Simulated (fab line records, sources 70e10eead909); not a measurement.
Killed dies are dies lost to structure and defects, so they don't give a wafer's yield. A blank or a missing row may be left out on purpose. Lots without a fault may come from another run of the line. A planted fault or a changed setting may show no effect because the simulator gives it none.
fab line records | flow nand_harc
record lots=5 wafers=15 last_day=24
route steps=1159 shown P_CONTACT@243 P_M0@253
lots that met no fault: from a run of the same line without faults
start_h: hours from the record's first day to the start of the lot's first wafer shown | wait_h: hours since the lot's step before | " the same as in the row above | L1.1+2: a row that stands for several wafers | - no value, or no start given | * or withheld: withheld | < > ~ a bound
route shown NAME@n: a module of which the file shows steps, and the number in the route of the first | usual: mean/standard deviation of fault-free wafers | same: alike in all rows | chamber/n: place in a boat | sites: the reading at each site | _std_site: their standard deviation | _edge_site: outer sites' mean less inner sites' | radius_mm: how far each site lies from the wafer's centre | mask NAME#n: copy n | behind: the tool/chamber that last shaped the wafer | hold: why the lot was held/for how many hours/how that ended | device: the transistor (n, p or np) that didn't switch | end of line: the same wafers' tests at the end of the route | a step without rows: its recipe alone | killed: dies lost to structure and defects at the first sort, not the wafer's yield | map: a wafer's dies, x killed, . not, _ none there
set.NAME: the setting as run; set.NAME@STEP: as run at that earlier step | model.NAME: the simulator's own value behind a step, which no gauge read
lots at some steps of the route; a table a step, a row a wafer
services: from which hour (start_h, from the record's first day; less than 0 if before it) a tool's chamber was out of use, for how many hours, and why
## steps
# step NHARC_P_CONTACT_STRIP_29
# recipe time_s=1200 temp_c=72.5 chemistry=post_etch_residue_remover
# columns lot.wafer tool chamber start_h wait_h
L076.1+5+6 wet_bench-01 1,2,3 124.68 -
L084.4+3+2 wet_bench-03 2,3,4 167.84 -
L091.4+2+5 wet_bench-07 3,5,7 208.37 0.1
L095.2+3+1 wet_bench-01 6,0,1 239.90 -
L097.4+6+3 wet_bench-03 7,0,3 246.55 -
# step NHARC_P_CONTACT_DEGAS_38
# recipe temp_c=300 time_s=60
# usual heater_power_w=436/48
# columns lot.wafer tool chamber start_h wait_h heater_power_w
L076.1 pvd_sputter-02 - 125.15 - 410
L076.5 " - " " 413
L076.6 " - " " 397
L084.4 pvd_sputter-03 - 168.27 - 396
L084.2 " - " " 469
L084.3 " - " " 464
L091.2 pvd_sputter-02 - 208.83 - 483
L091.4 " - " " 387
L091.5 " - " " 472
L095.1 pvd_sputter-01 - 240.35 - 381
L095.3 " - " " 402
L095.2 " - " " 411
L097.3 pvd_sputter-02 - 247.02 - 402
L097.4 " - " " 402
L097.6 " - " " 403
# step NHARC_P_CONTACT_PRE_CLEAN_39
# recipe time_s=19.5 bias_v=250 gas=Ar
# columns lot.wafer tool chamber start_h wait_h
L076.1+5+6 pvd_sputter-02 - - -
L084.4+2+3 pvd_sputter-03 - - -
L091.4+2+5 pvd_sputter-02 - - -
L095.1+3+2 pvd_sputter-01 - - -
L097.3+4+6 pvd_sputter-02 - - -
# step NHARC_P_CONTACT_PVD_32
# recipe target_thk_a=50 chamber_pressure_pa=5 power_w=5000 substrate_temp_c=200 time_s=17.7 material=Ti
# usual chamber_pressure_pa=5.000/0.009 substrate_temp_c=200.03/0.18 throttle_valve_pct=29.7/1.2
# columns lot.wafer tool chamber start_h wait_h chamber_pressure_pa substrate_temp_c throttle_valve_pct
L076.1 pvd_sputter-02 - - - 5.001 199.63 30.1
L076.5 " - " " 4.995 199.97 30.4
L076.6 " - " " 5.013 199.81 29.0
L084.3 pvd_sputter-03 - - - 4.984 200.03 30.1
L084.4 " - " " 5.003 200.12 31.0
L084.2 " - " " 4.994 200.33 29.8
L091.2 pvd_sputter-02 - - - 5.010 200.26 29.6
L091.4 " - " " 4.998 200.10 30.5
L091.5 " - " " 4.999 199.99 29.1
L095.3 pvd_sputter-01 - - - 4.997 200.29 29.2
L095.2 " - " " 4.986 199.85 31.4
L095.1 " - " " 5.022 200.19 30.8
L097.4 pvd_sputter-02 - - - 5.003 200.19 28.7
L097.3 " - " " 4.994 200.05 27.9
L097.6 " - " " 5.012 200.18 28.7
# step NHARC_P_CONTACT_ALD_22
# recipe target_thk_a=30 pulse_time_s=1 ald_cycles=150 temp_c=450 material=TiN
# usual heater_power_outer_w=678/58 heater_power_w=1072/110 precursor_pulse_height_rel=0.999/0.019
# columns lot.wafer tool chamber start_h wait_h heater_power_outer_w heater_power_w precursor_pulse_height_rel
L076.1 ald_metal-02 3 125.44 - 652 1101 1.024
L076.5 " 0 " " 672 917 1.010
L076.6 " 1 " " 719 1179 0.973
L084.3 ald_metal-04 0 168.51 - 636 1007 0.994
L084.4 " 1 " " 772 1285 1.006
L084.2 " 3 " " 576 947 1.003
L091.4 ald_metal-04 1 209.07 - 771 1262 0.981
L091.2 " 0 " " 640 997 1.003
L091.5 " 2 " " 682 1162 1.001
L095.3 ald_metal-03 1 240.61 - 723 1123 1.015
L095.1 " 2 " " 697 1140 1.020
L095.2 " 3 " " 769 1211 1.007
L097.3 ald_metal-04 3 247.26 - 587 910 1.031
L097.4 " 1 " " 723 1207 0.958
L097.6 " 0 " " 660 978 0.944
# step NHARC_P_CONTACT_CVD_23
# recipe target_thk_a=2000 temp_c=300 pressure_torr=40 wf6_flow_sccm=40 h2_flow_sccm=1600 ar_flow_sccm=1560 time_s=557 material=W
# usual heater_power_outer_w=255/13 heater_power_w=453/24 throttle_valve_pct=7.88/0.2
# columns lot.wafer tool chamber start_h wait_h heater_power_outer_w heater_power_w throttle_valve_pct
L076.1 cvd_w-01 0 - - 259 445 7.87
L076.6 " 0 " " 261 461 7.88
L076.5 " 1 " " 273 485 7.70
L084.2 cvd_w-02 1 - - 239 413 7.99
L084.3 " 1 " " 233 420 8.23
L084.4 " 1 " " 238 414 7.94
L091.2 cvd_w-01 1 - - 279 487 7.83
L091.4 " 0 " " 270 455 7.86
L091.5 " 1 " " 270 485 7.68
L095.2 cvd_w-01 0 - - 261 467 7.67
L095.1 " 1 " " 271 484 7.59
L095.3 " 0 " " 262 460 8.19
L097.4 cvd_w-02 1 - - 254 429 7.96
L097.3 " 0 " " 249 453 7.96
L097.6 " 0 " " 245 458 7.75
# step NHARC_P_CONTACT_CMP_24
# recipe t_overpolish_s=30 target_thk_nm=200
# usual edge_zone_pressure_frac=1.000/0.0048 motor_current_A=12.1/1.2 overpolish_run_s=29.999/0.0086 slurry_filter_dp_kPa=13.51/0.13 time_to_endpoint_s=41/4.3
# columns lot.wafer tool chamber start_h wait_h edge_zone_pressure_frac motor_current_A overpolish_run_s slurry_filter_dp_kPa time_to_endpoint_s
L076.1 cmp-04 2 135.84 0.6 1.000 14.0 30.008 13.54 37
L076.5 " 2 " " 0.994 12.7 30.010 13.36 34
L076.6 " 3 " " 1.010 10.8 30.006 13.62 45
L084.2 cmp-04 2 175.02 0.9 0.997 13.8 30.001 13.47 37
L084.4 " 3 " " 1.001 10.8 30.001 13.35 44
L084.3 " 0 " " 1.001 13.7 29.997 13.53 45
L091.4 cmp-04 2 213.11 0.4 1.006 14.0 30.005 13.52 40
L091.2 " 3 " " 0.997 11.3 29.997 13.66 47
L091.5 " 2 " " 1.000 13.0 30.003 13.33 40
L095.3 cmp-02 2 241.49 0.4 1.001 12.0 29.992 13.54 36
L095.2 " 3 " " 1.007 13.3 30.008 13.39 36
L095.1 " 0 " " 1.006 13.0 30.004 13.63 33
L097.3 cmp-01 1 249.63 0.3 1.001 11.7 29.996 13.43 43
L097.4 " 2 " " 0.998 10.3 29.990 13.40 43
L097.6 " 1 " " 1.000 11.2 29.996 13.48 40
# step NHARC_P_CONTACT_SRD_26
# columns lot.wafer tool chamber start_h wait_h
L076.1+6+5 wet_bench-01 6,7,2 136.16 0.0
L084.2+3+4 wet_bench-01 7,0,1 175.33 0.1
L091.2+5+4 wet_bench-03 7,0,2 213.42 0.0
L095.2+1+3 wet_bench-07 4,6,1 241.79 0.0
L097.4+3+6 wet_bench-03 0,3,4 249.96 0.0
# step NHARC_P_CONTACT_INSPECT_27
# usual raw_defect_count=351/150
# columns lot.wafer tool chamber start_h wait_h raw_defect_count
L076.1 defect_inspect-02 - 136.24 0.1 305
L076.5 " - " " 227
L076.6 " - " " 211
L084.2 defect_inspect-02 - 175.40 0.1 224
L084.3 " - " " 213
L084.4 " - " " 390
L091.2 defect_inspect-01 - 213.50 0.1 300
L091.4 " - " " 469
L091.5 " - " " 349
L095.1 defect_inspect-02 - 241.87 0.1 248
L095.2 " - " " 186
L095.3 " - " " 168
L097.3 defect_inspect-02 - 250.04 0.1 322
L097.4 " - " " 215
L097.6 " - " " 610
# step NHARC_P_M0_DEP_00
# recipe target_thk_a=1500 target_thk_nm=150 temp_c=withheld pressure_torr=5 flow_sccm=200 rf_w=600 material=SiOC
# columns lot.wafer tool chamber start_h wait_h
L076.1+6+5 pecvd-02 1,1,2 136.30 0.1
L084.2+3+4 pecvd-04 2,0,0 175.46 0.1
L091.2+5+4 pecvd-04 1,2,0 213.56 0.1
L095.2+3+1 pecvd-02 0,1,2 242.01 0.1
L097.3+6+4 pecvd-01 0,2,0 250.19 0.2
# step NHARC_P_M0_DEHYDRATE_01
# recipe temp_c=150 time_s=120
# columns lot.wafer tool chamber start_h wait_h
L076.1+5+6 litho_track-04 0 136.71 -
L084.2+3+4 litho_track-06 0 175.87 -
L091.2+4+5 litho_track-04 0 213.97 -
L095.1+2+3 litho_track-01 0 242.42 -
L097.3+4+6 litho_track-04 0 250.51 -
# step NHARC_P_M0_HMDS_02
# recipe time_s=30
# columns lot.wafer tool chamber start_h wait_h
L076.1+5+6 litho_track-04 0 - -
L084.2+3+4 litho_track-06 0 - -
L091.2+4+5 litho_track-04 0 - -
L095.1+2+3 litho_track-01 0 - -
L097.3+4+6 litho_track-04 0 - -
# step NHARC_P_M0_COAT_33
# recipe temp_c=200 time_s=65
# columns lot.wafer tool chamber start_h wait_h
L076.1+5+6 litho_track-04 0 - -
L084.2+3+4 litho_track-06 0 - -
L091.2+4+5 litho_track-04 0 - -
L095.1+2+3 litho_track-01 0 - -
L097.3+4+6 litho_track-04 0 - -
# step NHARC_P_M0_COAT_03
# recipe spin_rpm=1500 resist_thk_nm=90
# columns lot.wafer tool chamber start_h wait_h
L076.1+5+6 litho_track-04 0 - -
L084.2+3+4 litho_track-06 0 - -
L091.2+4+5 litho_track-04 0 - -
L095.1+2+3 litho_track-01 0 - -
L097.3+4+6 litho_track-04 0 - -
# step NHARC_P_M0_SOFTBAKE_04
# recipe temp_c=105 time_s=55
# columns lot.wafer tool chamber start_h wait_h
L076.1+5+6 litho_track-04 0 - -
L084.2+3+4 litho_track-06 0 - -
L091.2+4+5 litho_track-04 0 - -
L095.1+2+3 litho_track-01 0 - -
L097.3+4+6 litho_track-04 0 - -
# step NHARC_P_M0_EBR_05
# columns lot.wafer tool chamber start_h wait_h
L076.1+5+6 litho_track-04 0 - -
L084.2+3+4 litho_track-06 0 - -
L091.2+4+5 litho_track-04 0 - -
L095.1+2+3 litho_track-01 0 - -
L097.3+4+6 litho_track-04 0 - -
# step NHARC_P_M0_EXPOSE_06
# recipe na=1.35 target_cd_nm=90 dose_mj=81.28 mask_id=P_M0
# usual exposure_dose_mJ_cm2=81.29/0.076
# columns lot.wafer tool chamber start_h wait_h mask exposure_dose_mJ_cm2
L076.1 arfi_scanner-01 0 137.00 - P_M0#0 81.26
L076.5 " 0 " " P_M0#0 81.24
L076.6 " 0 " " P_M0#0 81.28
L084.2 arfi_scanner-02 0 176.17 - P_M0#0 81.28
L084.3 " 0 " " P_M0#0 81.32
L084.4 " 0 " " P_M0#0 81.29
L091.2 arfi_scanner-03 0 214.26 - P_M0#0 81.45
L091.4 " 0 " " P_M0#0 81.42
L091.5 " 0 " " P_M0#0 81.36
L095.1 arfi_scanner-02 0 242.71 - P_M0#0 81.33
L095.2 " 0 " " P_M0#0 81.21
L095.3 " 0 " " P_M0#0 81.32
L097.3 arfi_scanner-02 0 250.68 - P_M0#0 81.15
L097.4 " 0 " " P_M0#0 81.29
L097.6 " 0 " " P_M0#0 81.23
# step NHARC_P_M0_PEB_07
# recipe peb_temp_c=100 peb_time_s=65
# columns lot.wafer tool chamber start_h wait_h
L076.1+5+6 litho_track-06 0 137.06 0.1
L084.2+3+4 litho_track-06 0 176.22 0.1
L091.2+4+5 litho_track-06 0 214.32 0.1
L095.1+2+3 litho_track-06 0 242.77 0.1
L097.3+4+6 litho_track-06 0 250.74 0.0
# step NHARC_P_M0_DEVELOP_08
# recipe develop_time_s=35 dev_temp_c=23
# columns lot.wafer tool chamber start_h wait_h
L076.1+5+6 litho_track-06 0 - -
L084.2+3+4 litho_track-06 0 - -
L091.2+4+5 litho_track-06 0 - -
L095.1+2+3 litho_track-06 0 - -
L097.3+4+6 litho_track-06 0 - -
# step NHARC_P_M0_CD_MEAS_09
# recipe target_cd_nm=90 landing_energy_ev=500
# usual cd_nm=90.3/0.79
# columns lot.wafer tool chamber start_h wait_h cd_nm
L076.1 cd_sem-03 0 137.14 - 90.9
L076.5 " 0 " " 91.8
L076.6 " 0 " " 90.7
L084.2 cd_sem-03 0 176.30 - 90.9
L084.3 " 0 " " 89.9
L084.4 " 0 " " 90.9
L091.2 cd_sem-02 0 214.40 - 89.6
L091.4 " 0 " " 89.6
L091.5 " 0 " " 88.7
L095.1 cd_sem-03 0 242.85 - 89.8
L095.2 " 0 " " 90.7
L095.3 " 0 " " 90.6
L097.3 cd_sem-01 0 250.82 - 90.2
L097.4 " 0 " " 90.6
L097.6 " 0 " " 91.3
# step NHARC_P_M0_OVL_MEAS_10
# recipe pitch_nm=180
# usual overlay_x_nm=-0.1/0.79 overlay_y_nm=-0.2/0.85
# columns lot.wafer tool chamber start_h wait_h overlay_x_nm overlay_y_nm
L076.1 overlay-02 - 137.22 - -1.4 -0.2
L076.5 " - " " -1.9 -0.2
L076.6 " - " " -1.4 0.4
L084.2 overlay-01 - 176.39 - 1.2 -1.0
L084.3 " - " " 1.0 -1.7
L084.4 " - " " 1.2 -1.2
L091.2 overlay-01 - 214.49 - -0.9 -1.0
L091.4 " - " " -0.8 -0.8
L091.5 " - " " -1.1 -0.7
L095.1 overlay-01 - 242.94 - 0.0 -0.1
L095.2 " - " " 0.0 0.0
L095.3 " - " " -0.3 0.0
L097.3 overlay-01 - 250.90 - -0.5 -0.4
L097.4 " - " " 0.3 -0.9
L097.6 " - " " -0.2 -1.2
# step NHARC_P_M0_INSPECT_11
# usual raw_defect_count=4.2/2.7
# columns lot.wafer tool chamber start_h wait_h raw_defect_count
L076.1 defect_inspect-02 - 137.26 0.0 1
L076.5 " - " " 3
L076.6 " - " " 1
L084.2 defect_inspect-02 - 176.43 0.0 4
L084.3 " - " " 8
L084.4 " - " " 3
L091.2 defect_inspect-01 - 214.52 0.0 2
L091.4 " - " " 3
L091.5 " - " " 3
L095.1 defect_inspect-01 - 242.97 0.0 2
L095.2 " - " " 5
L095.3 " - " " 4
L097.3 defect_inspect-02 - 250.94 0.0 1
L097.4 " - " " 5
L097.6 " - " " 2
# step NHARC_P_M0_DESCUM_14
# recipe time_s=3 o2_flow_sccm=200 ar_flow_sccm=0 bias_power_w=0 chemistry=O2
# usual drypump_motor_current_A=5.7/0.31 oes_product_au=0.996/0.014 rf_vpp_V=57.8/0.88 showerhead_plenum_p_Torr=1.91/0.099 throttle_valve_pct=11.311/0.0095
# columns lot.wafer tool chamber start_h wait_h drypump_motor_current_A oes_product_au rf_hours_counter_h rf_vpp_V showerhead_plenum_p_Torr throttle_valve_pct
L076.1 rie_diel-06 1 137.32 0.1 6.1 0.968 5 58.4 1.83 11.313
L076.6 " 1 " " 6.1 0.971 - 57.3 1.83 11.304
L076.5 " 2 " " 5.4 1.023 - 58.6 2.07 11.314
L084.4 rie_diel-07 3 176.49 0.1 5.6 0.991 9 57.8 1.82 11.318
L084.2 " 0 " " 5.7 0.985 9 56.0 1.80 11.310
L084.3 " 1 " " 5.0 0.995 8 59.0 2.06 11.310
L091.2 rie_diel-04 1 214.60 0.1 5.7 0.977 6 58.1 1.85 11.324
L091.4 " 0 " " 5.8 1.005 - 58.5 1.99 11.317
L091.5 " 3 " " 6.0 0.982 - 59.7 1.98 11.310
L095.3 rie_diel-07 0 243.06 0.1 5.7 1.003 0 58.1 1.80 11.304
L095.2 " 1 " " 5.0 1.012 0 58.6 2.06 11.304
L095.1 " 2 " " 5.7 0.990 0 58.6 1.80 11.315
L097.4 rie_diel-07 2 251.00 0.1 5.6 0.976 1 58.6 1.80 11.305
L097.3 " 3 " " 5.5 1.026 1 57.5 1.82 11.306
L097.6 " 2 " " 5.6 0.988 - 56.6 1.79 11.302
# step NHARC_P_M0_ETCH_34
# recipe target_depth_a=400 overetch_a=120 time_s=43.94 ion_energy_ev=200 n2_flow_sccm=150 h2_flow_sccm=150 ar_flow_sccm=0 rf_w=400 bias_w=150 chemistry=N2/H2
# usual drypump_motor_current_A=5.7/0.3 oes_product_au=0.996/0.012 rf_vpp_V=430.3/3 showerhead_plenum_p_Torr=2.03/0.11 throttle_valve_pct=14.171/0.0088
# columns lot.wafer tool chamber start_h wait_h drypump_motor_current_A oes_product_au rf_hours_counter_h rf_vpp_V showerhead_plenum_p_Torr throttle_valve_pct
L076.1 rie_diel-06 0 137.42 0.1 6.1 0.985 4 434.8 2.16 14.188
L076.6 " 2 " " 5.5 1.019 - 435.2 2.21 14.184
L076.5 " 3 " " 5.9 1.007 - 429.2 2.00 14.168
L084.4 rie_diel-07 3 176.57 0.1 5.6 0.997 9 427.9 1.93 14.165
L084.2 " 0 " " 5.7 0.994 9 425.4 1.92 14.176
L084.3 " 1 " " 5.0 0.988 8 435.9 2.20 14.152
L091.2 rie_diel-04 1 214.69 0.1 5.7 0.989 6 428.0 1.97 14.169
L091.5 " 3 " " 6.0 1.003 - 432.8 2.11 14.171
L091.4 " 0 " " 5.8 1.006 - 432.0 2.12 14.177
L095.1 rie_diel-07 2 243.28 0.2 5.6 0.986 0 427.1 1.91 14.159
L095.3 " 0 " " 5.8 0.987 0 426.8 1.92 14.165
L095.2 " 1 " " 5.0 1.006 0 434.3 2.20 14.167
L097.4 rie_diel-07 1 251.08 0.1 5.0 1.008 2 434.2 2.20 14.163
L097.3 " 2 " " 5.6 0.976 1 425.7 1.91 14.166
L097.6 " 1 " " 5.0 1.005 - 434.2 2.20 14.176
# step NHARC_P_M0_ETCH_15
# recipe target_depth_a=1500 overetch_a=150 time_s=82.5 c4f8_flow_sccm=withheld ar_flow_sccm=400 rf_w=600 bias_w=300 chemistry=C4F8/Ar
# usual oes_product_au=0.944/0.025 rf_vpp_V=441/3.1
# columns lot.wafer tool chamber start_h wait_h oes_product_au rf_hours_counter_h rf_vpp_V
L076.1 rie_diel-06 3 - - 0.993 5 440
L076.5 " 0 " " 0.960 - 444
L076.6 " 1 " " 0.939 - 440
L084.3 rie_diel-07 2 - - 0.920 9 437
L084.4 " 3 " " 0.922 9 438
L084.2 " 0 " " 0.915 9 437
L091.2 rie_diel-04 3 - - 0.952 8 443
L091.4 " 0 " " 0.968 - 443
L091.5 " 1 " " 0.940 - 438
L095.2 rie_diel-07 1 - - 0.952 0 444
L095.1 " 2 " " 0.938 0 438
L095.3 " 0 " " 0.950 0 438
L097.3 rie_diel-07 2 - - 0.956 1 437
L097.4 " 3 " " 0.980 1 437
L097.6 " 2 " " 0.947 - 438
# step NHARC_P_M0_CD_MEAS_16
# usual cd_nm=90.2/1.1
# columns lot.wafer tool chamber start_h wait_h cd_nm
L076.1 cd_sem-03 - 137.62 - 90.7
L076.5 " - " " 92.2
L076.6 " - " " 89.8
L084.2 cd_sem-01 - 176.79 - 90.8
L084.3 " - " " 88.6
L084.4 " - " " 90.5
L091.2 cd_sem-01 - 214.93 - 89.2
L091.4 " - " " 91.5
L091.5 " - " " 88.4
L095.1 cd_sem-02 - 243.50 - 91.1
L095.2 " - " " 90.8
L095.3 " - " " 91.7
L097.3 cd_sem-01 - 251.30 - 89.8
L097.4 " - " " 90.2
L097.6 " - " " 91.7
# step NHARC_P_M0_STRIP_18
# recipe power_w=1000 n2_flow_sccm=150 h2_flow_sccm=150 ar_flow_sccm=0 bias_w=0 chemistry=N2/H2
# usual drypump_motor_current_A=5.72/0.3 oes_product_au=0.998/0.014 power_w=1000/3.2 rf_vpp_V=90.7/0.97 showerhead_plenum_p_Torr=2.04/0.11 throttle_valve_pct=14.171/0.009
# columns lot.wafer tool chamber start_h wait_h drypump_motor_current_A oes_product_au power_w rf_hours_counter_h rf_vpp_V showerhead_plenum_p_Torr throttle_valve_pct
L076.1 rie_diel-04 1 137.69 0.1 5.71 0.985 999 1 90.4 1.97 14.185
L076.6 " 1 " " 5.74 0.987 999 - 90.6 1.97 14.166
L076.5 " 2 " " 6.02 1.004 998 - 90.4 1.98 14.167
L084.4 rie_diel-06 2 176.86 0.1 5.46 1.010 1000 8 90.9 2.21 14.162
L084.2 " 3 " " 5.81 1.023 999 7 89.4 2.00 14.166
L084.3 " 0 " " 6.16 0.997 1004 7 91.8 2.16 14.175
L091.2 rie_diel-07 3 215.00 0.1 5.54 0.990 990 12 90.3 1.93 14.182
L091.4 " 1 " " 5.01 0.989 1000 12 92.4 2.20 14.169
L091.5 " 3 " " 5.57 0.999 996 - 88.4 1.93 14.195
L095.3 rie_diel-04 0 243.57 0.1 5.76 1.003 1000 8 89.7 2.12 14.146
L095.1 " 2 " " 6.02 1.001 999 8 90.6 1.98 14.181
L095.2 " 3 " " 6.00 0.983 999 9 90.9 2.11 14.178
L097.4 rie_diel-07 3 251.37 0.1 5.56 1.020 1005 1 89.1 1.93 14.188
L097.3 " 2 " " 5.68 0.988 1002 1 90.2 1.91 14.163
L097.6 " 0 " " 5.74 0.996 996 - 92.0 1.92 14.169
# step NHARC_P_M0_STRIP_19
# recipe time_s=600 temp_c=30 chemistry=post_etch_residue_remover
# columns lot.wafer tool chamber start_h wait_h
L076.5+1+6 wet_bench-09 1,2,3 137.99 -
L084.4+3+2 wet_bench-04 0,2,4 177.14 -
L091.5+2+4 wet_bench-04 6,7,2 215.28 -
L095.2+1+3 wet_bench-06 3,6,7 243.85 -
L097.6+3+4 wet_bench-09 0,3,4 251.65 -
# step NHARC_P_M0_DEGAS_28
# recipe temp_c=250 time_s=60
# usual heater_power_w=311/35
# columns lot.wafer tool chamber start_h wait_h heater_power_w
L076.1 pvd_sputter-02 - 138.25 - 345
L076.6 " - " " 303
L076.5 " - " " 284
L084.2 pvd_sputter-02 - 177.40 - 341
L084.3 " - " " 293
L084.4 " - " " 303
L091.4 pvd_sputter-03 - 215.56 - 323
L091.2 " - " " 284
L091.5 " - " " 332
L095.3 pvd_sputter-03 - 244.13 - 317
L095.2 " - " " 321
L095.1 " - " " 328
L097.4 pvd_sputter-03 - 251.91 - 315
L097.3 " - " " 332
L097.6 " - " " 300
# step NHARC_P_M0_PRE_CLEAN_29
# recipe time_s=30 temp_c=280 gas=H2/He
# usual heater_power_w=382/42
# columns lot.wafer tool chamber start_h wait_h heater_power_w
L076.1 pvd_sputter-02 - - - 363
L076.6 " - " " 373
L076.5 " - " " 349
L084.4 pvd_sputter-02 - - - 419
L084.3 " - " " 365
L084.2 " - " " 380
L091.4 pvd_sputter-03 - - - 404
L091.2 " - " " 361
L091.5 " - " " 381
L095.1 pvd_sputter-03 - - - 387
L095.3 " - " " 398
L095.2 " - " " 358
L097.3 pvd_sputter-03 - - - 390
L097.4 " - " " 410
L097.6 " - " " 398
# step NHARC_P_M0_PVD_20
# recipe target_thk_a=50 bias_v=168.6 power_w=15000 chamber_pressure_pa=0.12 time_s=8.06 substrate_temp_c=50 material=TaN
# usual chamber_pressure_pa=0.12/0.00022 substrate_temp_c=50.01/0.11 throttle_valve_pct=29.8/1.1
# columns lot.wafer tool chamber start_h wait_h chamber_pressure_pa substrate_temp_c throttle_valve_pct
L076.1 pvd_sputter-02 - - - 0.1199 50.19 27.5
L076.5 " - " " 0.12013 49.90 29.0
L076.6 " - " " 0.11992 50.04 27.4
L084.3 pvd_sputter-02 - - - 0.12016 49.96 30.2
L084.2 " - " " 0.11994 49.97 29.1
L084.4 " - " " 0.12007 49.93 27.6
L091.2 pvd_sputter-03 - - - 0.12011 49.92 31.2
L091.4 " - " " 0.11958 50.03 29.5
L091.5 " - " " 0.11963 50.02 28.5
L095.2 pvd_sputter-03 - - - 0.12006 50.11 29.8
L095.3 " - " " 0.11977 49.90 28.4
L095.1 " - " " 0.12 49.98 30.9
L097.3 pvd_sputter-03 - - - 0.11983 49.81 28.5
L097.4 " - " " 0.11991 50.03 30.2
L097.6 " - " " 0.11991 49.90 30.9
# step NHARC_P_M0_PVD_21
# recipe target_thk_a=300 chamber_pressure_pa=5 power_w=5000 substrate_temp_c=30 time_s=20.49 material=Cu
# usual chamber_pressure_pa=5.001/0.011 substrate_temp_c=30.00/0.12 throttle_valve_pct=29.9/1.1
# columns lot.wafer tool chamber start_h wait_h chamber_pressure_pa substrate_temp_c throttle_valve_pct
L076.1 pvd_sputter-02 - - - 5.010 29.99 27.3
L076.6 " - " " 5.016 30.06 30.1
L076.5 " - " " 4.989 29.98 29.0
L084.2 pvd_sputter-02 - - - 4.990 30.08 30.3
L084.4 " - " " 4.993 29.90 29.4
L084.3 " - " " 5.001 30.00 29.3
L091.4 pvd_sputter-03 - - - 5.000 30.11 29.8
L091.2 " - " " 5.017 30.20 28.2
L091.5 " - " " 4.997 30.08 29.8
L095.1 pvd_sputter-03 - - - 4.992 29.85 30.3
L095.2 " - " " 5.023 30.08 30.9
L095.3 " - " " 4.997 30.00 29.8
L097.3 pvd_sputter-03 - - - 4.995 29.91 31.0
L097.4 " - " " 4.994 30.01 29.7
L097.6 " - " " 5.003 30.03 31.1
# step NHARC_P_M0_ECD_22
# recipe target_thk_a=4000 bath_temp_c=25 material=Cu
# columns lot.wafer tool chamber start_h wait_h
L076.1+6+5 ecd_cu-01 1,0,1 138.65 -
L084.2+4+3 ecd_cu-02 0,0,1 177.76 -
L091.2+4+5 ecd_cu-02 0,0,1 215.91 -
L095.1+2+3 ecd_cu-01 1,0,1 244.61 -
L097.4+3+6 ecd_cu-02 1,0,0 252.40 -
# step NHARC_P_M0_ANNEAL_30
# recipe temp_c=225 time_s=90
# usual anneal_temp_c_max=225.8/0.3 wafer_temp_C_max=226.02/0.29
# columns lot.wafer tool chamber start_h wait_h anneal_temp_c_max wafer_temp_C_max
L076.1 rtp_anneal-01 0 139.00 - 225.8 226.09
L076.5 " 0 " " 226.1 226.50
L076.6 " 0 " " 226.3 225.71
L084.2 rtp_anneal-01 0 178.22 - 226.2 226.01
L084.3 " 0 " " 226.0 225.97
L084.4 " 0 " " 225.7 226.44
L091.2 rtp_anneal-01 0 216.35 0.4 226.0 225.70
L091.4 " 0 " " 225.9 226.26
L091.5 " 0 " " 225.7 225.76
L095.1 rtp_anneal-02 0 245.01 0.3 225.9 226.05
L095.2 " 0 " " 225.5 226.23
L095.3 " 0 " " 225.6 226.00
L097.3 rtp_anneal-02 0 252.78 - 225.7 226.05
L097.4 " 0 " " 225.7 226.33
L097.6 " 0 " " 225.4 226.37
# step NHARC_P_M0_CMP_23
# recipe t_overpolish_s=20 target_thk_nm=117.53
# usual edge_zone_pressure_frac=1.000/0.0047 motor_current_A=12.3/1.2 slurry_filter_dp_kPa=13.49/0.15 time_to_endpoint_s=29/3.8
# columns lot.wafer tool chamber start_h wait_h edge_zone_pressure_frac motor_current_A slurry_filter_dp_kPa time_to_endpoint_s
L076.1 cmp-02 0 139.43 - 1.002 13.9 13.19 26
L076.5 " 1 " " 1.007 11.6 13.67 32
L076.6 " 2 " " 0.997 11.4 13.76 27
L084.2 cmp-02 0 178.54 - 1.001 14.4 13.62 20
L084.4 " 1 " " 0.996 11.3 13.59 29
L084.3 " 2 " " 1.004 11.5 13.63 26
L091.2 cmp-04 2 216.67 - 1.012 13.5 13.34 29
L091.4 " 3 " " 1.000 10.9 13.30 34
L091.5 " 3 " " 1.003 12.0 13.58 35
L095.3 cmp-03 2 245.39 - 1.003 12.9 13.69 25
L095.2 " 3 " " 0.991 15.1 13.40 29
L095.1 " 0 " " 0.998 10.2 13.36 29
L097.3 cmp-03 1 253.02 - 1.003 11.2 13.32 29
L097.4 " 0 " " 0.997 10.7 13.57 29
L097.6 " 1 " " 0.996 11.0 13.66 30
# step NHARC_P_M0_THK_MEAS_24
# recipe thk_meas_gauge=xrf
# usual thk_nm=117.8/2.1
# columns lot.wafer tool chamber start_h wait_h thk_nm
L076.1 film_metro-01 - 139.65 - 117.0
L076.5 " - " " 116.1
L076.6 " - " " 116.4
L084.2 film_metro-02 - 178.83 - 115.1
L084.3 " - " " 116.4
L084.4 " - " " 121.1
L091.2 film_metro-01 - 216.99 - 117.1
L091.4 " - " " 120.4
L091.5 " - " " 120.2
L095.1 film_metro-02 - 245.68 - 117.9
L095.2 " - " " 115.8
L095.3 " - " " 115.6
L097.3 film_metro-02 - 253.33 - 116.9
L097.4 " - " " 118.3
L097.6 " - " " 117.1
# step NHARC_P_M0_SRD_25
# columns lot.wafer tool chamber start_h wait_h
L076.5+6+1 wet_bench-08 1,2,4 139.70 0.0
L084.4+3+2 wet_bench-10 5,6,7 178.87 0.0
L091.5+2+4 wet_bench-10 7,1,3 217.03 0.0
L095.1+2+3 wet_bench-08 5,6,2 245.72 0.0
L097.4+3+6 wet_bench-08 7,0,1 253.38 0.0
## services
# columns tool chamber start_h hours kind
pvd_sputter-03 - 102.00 10.0 pm
cmp-04 - 105.00 4.0 pm
rie_diel-04 - 111.90 9.0 pm
litho_track-06 - 117.00 7.0 pm
litho_track-04 - 141.00 7.0 pm
wet_bench-03 - 146.40 8.0 pm
pvd_sputter-02 - 148.48 3.7 repair
cmp-04 - 164.84 4.5 repair
rie_diel-06 3 165.73 2.3 repair
rie_diel-04 1 174.27 6.7 repair
pvd_sputter-03 - 176.10 4.3 repair
rie_diel-07 2 178.39 15.6 repair
pvd_sputter-03 - 184.20 6.2 repair
cmp-04 - 195.17 0.2 repair
rie_diel-06 0 200.61 12.9 repair
cmp-04 - 203.00 4.0 pm
rie_diel-04 0 203.80 3.2 repair
rie_diel-04 1 206.23 5.3 repair
rie_diel-04 2 209.98 23.8 repair
wet_bench-01 - 213.60 8.0 pm
pvd_sputter-02 - 214.00 10.0 pm
rie_diel-04 1 223.69 8.3 repair
rie_diel-07 - 228.67 9.0 pm
pvd_sputter-02 - 241.48 1.1 repair
## key
fault none
